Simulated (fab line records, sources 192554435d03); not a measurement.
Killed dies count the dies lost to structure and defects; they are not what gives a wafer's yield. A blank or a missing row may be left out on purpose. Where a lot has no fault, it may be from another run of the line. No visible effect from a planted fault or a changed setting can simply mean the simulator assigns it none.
A struck lot beside a sound one || flow n5Finfet || 16 steps out of a route of 1938
Sound: these wafers, L361.1, L361.3, L361.4. Struck: wafers L377.1, L377.3, L377.5. At the end, the cause is stated.
For every step that has rows: the tool of each side, followed by ch and its chambers, followed by its first start. Under that, the readings that differ: sound wafers || struck wafers || difference of the means || sigmas: that difference in standard deviations of wafers without a fault.
alike: readings with means less than 2 such deviations apart, plus words and numbers identical on both sides. not compared: withheld readings, readings lacking a value on some wafer, bounds such as >300 that could conceal the same value, and numbers that have no deviation in the record and whose values overlap.
The two part at a step that has a row with sigmas, a row that says differs or no value, or rows on one side only. When numbers do not overlap yet have no deviation, they are printed without sigmas and do not part them. A reading that every wafer of one side lacks parts them only if that side has two wafers or more.

N5_BEOL_M2_STRIP_36: strips in N2/H2.
  sound on rieDiel-04 ch 0,1,3, day 6 21:51; struck on rieDiel-04 ch 0,2,3, day 10 19:36
  alike: biasPowerW, chamberPressureMTorr, drypumpMotorCurrentA, oesProductAu, rfVppV, showerheadPlenumPTorr, throttleValvePct
  not compared: rfHoursCounterH
then, 1 step without rows for these wafers: N5_BEOL_M2_TRENCH_ETCH_37 (etches SiOC in C4F6/O2, target depth 55.555 nm, time 29.2 s).
N5_BEOL_M2_ETCH_41: etches SiCN in CH3F/O2, target depth 29.9 nm, time 52.5 s.
  sound on rieDiel-04 ch 0,1,3; struck on rieDiel-04 ch 0,2,3
  alike: chamberPressureMTorr, drypumpMotorCurrentA, oesProductAu, rfVppV, showerheadPlenumPTorr, throttleValvePct
  not compared: rfHoursCounterH
N5_BEOL_M2_STRIP_97: strips in N2/H2, time 10 s.
  sound on rieDiel-04 ch 0,1,3; struck on rieDiel-04 ch 0,2,3
  alike: biasPowerW, chamberPressureMTorr, drypumpMotorCurrentA, oesProductAu, rfVppV, showerheadPlenumPTorr, throttleValvePct
  not compared: rfHoursCounterH
N5_BEOL_M2_OCD_MEAS_38:
  sound on ocd-02 at day 6 22:02; struck on ocd-01 at day 10 19:47
  alike: trenchDepthNm
then, 4 steps without rows for these wafers: N5_BEOL_M2_HM_STRIP_39 (strips TiN in peroxide tin strip, target depth 25 nm, time 158 s); N5_BEOL_M2_SRD_40 (time 30 s); N5_BEOL_M2_PRECLEAN_42 (cleans in residue remover, time 60 s); N5_BEOL_M2_SRD_43 (time 30 s).
N5_BEOL_M2_CD_MEAS_35: target cd 18 nm, target cd y 22.2 nm.
  sound on cdSem-02 at day 6 22:12; struck on cdSem-02 at day 10 19:56
  alike: cdNm
N5_BEOL_M2_DEGAS_44: time 60 s.
  sound on pvdSputter-03 at day 6 22:28; struck on pvdSputter-01 at day 10 20:23
  alike: heaterPowerW
then, 1 step without rows for these wafers: N5_BEOL_M2_PRE_CLEAN_45 (time 30 s).
N5_BEOL_M2_ALD_84: deposits TaN, pulse time 2 s, purge time 3 s, co reactant purge time 2 s.
  sound on aldMetal-03 ch 0,1,3, day 6 22:34; struck on aldMetal-03 ch 0,1,2, day 10 20:29
{"reading": "aldCycles", "sound": "30 30 30", "struck": "9 9 9", "difference": -21, "sigmas": ""}
  alike: heaterPowerW
  not compared: model.TaN_of_BEOL_M2_ALD_84.thkNm
N5_BEOL_M2_SURFACE_TREAT_85:
  sound on pvdSputter-01, day 6 22:50; struck on pvdSputter-03
  alike: arFlowSccm
  not compared: throttleValvePct
N5_BEOL_M4_RC_MEAS_101:
  the record has rows for the sound wafers here (prober-02 ch 0, day 7 19:06) and none for the struck ones
-- record jumps: 5 days separate the struck wafers' starts on either side; left off in module BEOL_M4, taken up again in module PASSIVATION, whose first shown step is the route's number 1936 --
N5_PASSIVATION_PROBE_49:
  sound on prober-01 at day 11 15:41; struck on prober-01 at day 15 15:48
{"reading": "defectLimitedYield (%)", "sound": "92.3 93.6 92.7", "struck": "23.6 25.9 21.0", "difference": -69.4, "sigmas": -46}
{"reading": "killed_at_M0_to_M3", "sound": "27 22 26", "struck": "838 830 862", "difference": "+818", "sigmas": "+87"}
{"reading": "killedDies", "sound": "91 76 86", "struck": "901 874 932", "difference": "+818", "sigmas": "+48"}
{"reading": "killedOnRim", "sound": "7 13 9", "struck": "121 111 115", "difference": "+106", "sigmas": "+24"}
{"reading": "sort_bin_4_leakage (%)", "sound": "0 0 0", "struck": "68.22 68.22 70.93", "difference": "+69.12", "sigmas": "+99 or more"}
{"reading": "sortNPass", "sound": "1089 1104 1094", "struck": "279 306 248", "difference": -818, "sigmas": -48}
{"reading": "sortYieldPct (%)", "sound": "92.3 93.6 92.7", "struck": "23.6 25.9 21.0", "difference": -69.4, "sigmas": -46}
  alike: killed_at_M4_up, killedAtContacts, killedAtFrontEnd, killedAtOther, killedOpen, killedShort, sort_bin_5_function, sort_bin_6_memory

WHERE THEY PART
At N5_BEOL_M4_RC_MEAS_101 first; at N5_PASSIVATION_PROBE_49 last (within this record only).

WHY: the cause the simulator had injected
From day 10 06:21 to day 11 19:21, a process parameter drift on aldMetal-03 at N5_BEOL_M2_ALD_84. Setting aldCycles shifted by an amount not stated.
